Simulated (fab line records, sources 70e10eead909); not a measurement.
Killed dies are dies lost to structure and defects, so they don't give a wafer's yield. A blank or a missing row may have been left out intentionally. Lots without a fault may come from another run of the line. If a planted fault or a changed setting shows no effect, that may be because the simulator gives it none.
Matching of chambers || flow nand harc || NHARC_A_STAIRCASE_CMP_152 on cmp-03 has 4 sister chambers
The step polishes. 8 wafers are shown with their chamber, then 6 later ones without.

== WAFERS, EACH WITH ITS CHAMBER ==
{"wafer": "L937.5", "chamber": 0, "motor current A (A)": 10.0}
{"wafer": "L942.1", "chamber": 1, "motor current A (A)": 13.4}
{"wafer": "L948.2", "chamber": 2, "motor current A (A)": 14.4}
{"wafer": "L948.4", "chamber": 3, "motor current A (A)": 12.5}
{"wafer": "L948.5", "chamber": 2, "motor current A (A)": 15.0}
{"wafer": "L956.1", "chamber": 3, "motor current A (A)": 12.7}
{"wafer": "L956.3", "chamber": 0, "motor current A (A)": 9.5}
{"wafer": "L956.5", "chamber": 1, "motor current A (A)": 13.7}

== WAFERS WITH NO CHAMBER GIVEN ==
{"wafer": "L955.2", "motor current A (A)": 12.2}
{"wafer": "L955.5", "motor current A (A)": 14.4}
{"wafer": "L955.6", "motor current A (A)": 13.4}
{"wafer": "L957.1", "motor current A (A)": 14.4}
{"wafer": "L957.2", "motor current A (A)": 11.8}
{"wafer": "L957.5", "motor current A (A)": 12.6}

== WHICH CHAMBER EACH ONE RAN IN ==
{"wafer": "L955.2", "from the rows above": 3, "in truth": 3}
{"wafer": "L955.5", "from the rows above": "can't be placed: 2 or 1", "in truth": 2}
{"wafer": "L955.6", "from the rows above": 1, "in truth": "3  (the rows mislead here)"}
{"wafer": "L957.1", "from the rows above": "can't be placed: 2 or 1", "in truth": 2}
{"wafer": "L957.2", "from the rows above": 3, "in truth": 3}
{"wafer": "L957.5", "from the rows above": 3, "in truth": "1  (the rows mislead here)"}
Placed correctly: 2 of 6. Cannot be placed on the basis of these rows: 2; the candidates contain the true chamber in 2. Number placed wrongly: 2.
How it was worked out, from the rows above alone: a wafer's distance from a chamber is the root of the sum, over the readings, of the square of ((its reading less the chamber's mean) divided by the reading's scatter). If the next closest chamber is less than 2 further off than the closest, the wafer can't be placed; otherwise it belongs to the closest. Each chamber's mean is taken over the wafers shown for it. How the scatter is found: for the shown wafers, subtract from each reading the mean of its chamber, square and add these, divide the total by (wafers less chambers), then take the root.
